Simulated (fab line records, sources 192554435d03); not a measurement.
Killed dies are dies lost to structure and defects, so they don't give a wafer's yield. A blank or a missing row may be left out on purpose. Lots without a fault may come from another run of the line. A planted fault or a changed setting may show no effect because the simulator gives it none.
Split-lot experiment | flow n5_finfet | 7 lots, 39 wafers read, on a route of 1938 steps

THE SPLIT
At N5_BEOL_M5_TRENCH_ETCH_37 (etches SiCOH lowk in C4F6/O2, target depth 71.652 nm, time 24.7 s), the setting time_s was moved away from the recipe's 24.7 s on 12 of the 39 wafers read, by -50.6% to +57.7%. The other wafers ran this setting at the recipe's value.

FROM THE SPLIT TO THE READING: what the file shows between them, 8 steps
- N5_BEOL_M5_ETCH_41: etches SiCN in CH3F/O2, target depth 31.5 nm, time 56.7 s
- N5_BEOL_M5_STRIP_91: strips in N2/H2, time 10 s
- N5_BEOL_M5_OCD_MEAS_38
- N5_BEOL_M5_HM_STRIP_39: strips TiN in peroxide tin strip, target depth 25 nm, time 158 s
- N5_BEOL_M5_SRD_40: time 30 s
- N5_BEOL_M5_ECD_50: material Cu, target thk 300 nm
- N5_BEOL_M5_ANNEAL_51: time 90 s
- N5_BEOL_M5_CMP_52: polishes, stops on SiCOH lowk, t overpolish 6.9 s, target thk 62 nm

THE READING
M5_THK, in nm, at N5_BEOL_M5_THK_MEAS_53 (measures by xrf). Fault-free wafers of this fab line usually give 61.5 nm, standard deviation 1.6 nm.

wafer  | tool, chamber at the split | time_s as run, s | against the recipe | M5_THK, nm | against lot-mates on the recipe
L078.1 | rie_diel-06, 1             | 17.39            | -29.6%             | 40.1       | -21.5
L078.2 | rie_diel-06, 2             | 17.39            | -29.6%             | 40.5       | -21.1
L078.3 | rie_diel-06, 3             | 24.7             | recipe             | 62.5       | -
L078.4 | rie_diel-06, 0             | 24.7             | recipe             | 60.8       | -
L078.5 | rie_diel-06, 3             | 17.39            | -29.6%             | 40.8       | -20.8
L078.6 | rie_diel-06, 2             | 24.7             | recipe             | 61.6       | -
L081.1 | rie_diel-05, 3             | 24.7             | recipe             | 64.0       | -
L081.2 | rie_diel-05, 1             | 24.7             | recipe             | 62.0       | -
L081.3 | rie_diel-05, 2             | 24.7             | recipe             | 61.7       | -
L081.4 | rie_diel-05, 0             | 24.7             | recipe             | 61.7       | -
L081.5 | rie_diel-05, 3             | 24.7             | recipe             | 63.2       | -
L081.6 | rie_diel-05, 0             | 24.7             | recipe             | 62.9       | -
L086.1 | rie_diel-06, 0             | 24.7             | recipe             | 59.4       | -
L086.2 | rie_diel-06, 3             | 24.7             | recipe             | 61.3       | -
L086.3 | rie_diel-06, 2             | 24.7             | recipe             | 63.8       | -
L086.4 | rie_diel-06, 1             | 24.7             | recipe             | 60.9       | -
L086.5 | rie_diel-06, 3             | 24.7             | recipe             | 60.4       | -
L086.6 | rie_diel-06, 0             | 24.7             | recipe             | 59.4       | -
L087.1 | rie_diel-06, 0             | 24.7             | recipe             | 59.0       | -
L087.2 | rie_diel-06, 1             | 12.2             | -50.6%             | 24.6       | -35.1
L087.3 | rie_diel-06, 3             | 12.2             | -50.6%             | 24.8       | -34.9
L087.4 | rie_diel-06, 3             | 12.2             | -50.6%             | 26.7       | -33.0
L087.5 | rie_diel-06, 0             | 24.7             | recipe             | 60.3       | -
L087.6 | rie_diel-06, 1             | 24.7             | recipe             | 59.7       | -
L089.1 | rie_diel-05, 2             | 24.7             | recipe             | 59.0       | -
L089.2 | rie_diel-05, 0             | 24.7             | recipe             | 61.0       | -
L089.3 | rie_diel-05, 3             | 24.7             | recipe             | 62.3       | -
L090.1 | rie_diel-05, 3             | 38.94            | +57.7%             | 103.9      | +45.2
L090.2 | rie_diel-05, 1             | 24.7             | recipe             | 58.5       | -
L090.3 | rie_diel-05, 2             | 38.94            | +57.7%             | 96.4       | +37.7
L090.4 | rie_diel-05, 0             | 24.7             | recipe             | 59.3       | -
L090.5 | rie_diel-05, 1             | 24.7             | recipe             | 58.4       | -
L090.6 | rie_diel-05, 2             | 38.94            | +57.7%             | 96.6       | +37.9
L096.1 | rie_diel-06, 2             | 24.7             | recipe             | 61.6       | -
L096.2 | rie_diel-06, 1             | 24.7             | recipe             | 62.7       | -
L096.3 | rie_diel-06, 0             | 31.75            | +28.5%             | 80.0       | +18.7
L096.4 | rie_diel-06, 3             | 31.75            | +28.5%             | 80.8       | +19.5
L096.5 | rie_diel-06, 3             | 24.7             | recipe             | 59.5       | -
L096.6 | rie_diel-06, 0             | 31.75            | +28.5%             | 79.3       | +18.0

THE FIT
A straight line over all 39 wafers: M5_THK changes by +0.679 nm for each +1% of time_s; r = +0.99; the points scatter about the line by 1.8 nm.
The same after taking each lot's own level away (the mean of its wafers on the recipe; 39 wafers): +0.689 nm for each +1%; r = +1.00; scatter 1.4 nm.
On that fit, the largest move of time_s shifts the reading by 40 nm.
The lots' own levels span 58.73 to 62.58 nm, that is 2.4 times the standard deviation above.
So the lot-to-lot level changes the slope little: the two slopes agree.
Check: with one of the wafers moved furthest among these (+57.7%) left out of the fit, the line predicts +38.5 nm for it against its lot-mates. It came out at +45.2 nm against them.

OTHER SPLITS ON THESE WAFERS
These wafers also went through other splits before the reading. Each is held against what the fit with the lots' levels taken away leaves over:
other split on the same wafers          | wafers away from the commonest value | r with M5_THK (lot level and that fit taken away)
N5_SD_EPI_P_ETCH_16 target_depth_a      | 12                                   | +0.04
N5_GATE_CUT_ETCH_56 target_depth_a      | 15                                   | +0.02
N5_MOL_CONTACT_COAG_ALD_133 ald_cycles  | 12                                   | +0.04
N5_BEOL_M0_SAQP_ETCH_106 target_depth_a | 12                                   | -0.12

THE WHOLE CHAIN: every reading that the file lists as answering this split, in the file's order
step                      | what it does                                                        | reading                                                                          | change (the file's fit)                                                              | r (the file's)
N5_BEOL_M5_TRENCH_ETCH_37 | etches SiCOH lowk in C4F6/O2, target depth 71.652 nm, time 24.7 s   | etch.depth_nm (the simulator's own value, which no gauge read)                   | +0.698 nm for each +1% of the setting                                                | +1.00
N5_BEOL_M5_TRENCH_ETCH_37 | etches SiCOH lowk in C4F6/O2, target depth 71.652 nm, time 24.7 s   | BEOL_M5.feature_depth_nm (the simulator's own value, which no gauge read)        | +0.697 nm for each +1% of the setting                                                | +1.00
N5_BEOL_M5_TRENCH_ETCH_37 | etches SiCOH lowk in C4F6/O2, target depth 71.652 nm, time 24.7 s   | TiN_of_BEOL_M5_HM_DEP_02.thk_nm (the simulator's own value, which no gauge read) | -0.0201 nm for each +1% of the setting                                               | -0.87
N5_BEOL_M5_OCD_MEAS_38    |                                                                     | trench_depth_nm                                                                  | +0.7 nm for each +1% of the setting                                                  | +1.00
N5_BEOL_M5_CMP_52         | polishes, stops on SiCOH lowk, t overpolish 6.9 s, target thk 62 nm | Cu_of_BEOL_M5_ECD_50.thk_nm (the simulator's own value, which no gauge read)     | +0.699 nm for each +1% of the setting                                                | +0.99
N5_BEOL_M5_THK_MEAS_53    | measures by xrf                                                     | M5_THK                                                                           | +0.689 for each +1% of the setting                                                   | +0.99
N5_BEOL_M5_RS_MEAS_57     | measures by four-point-probe                                        | M5_RS                                                                            | not straight: 1.214 at the lowest setting, 0.388 at the recipe, 0.218 at the highest | not given

THE FILE'S OWN FIT
M5_THK changes by +0.689 nm for each +1% of time_s, r = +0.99.
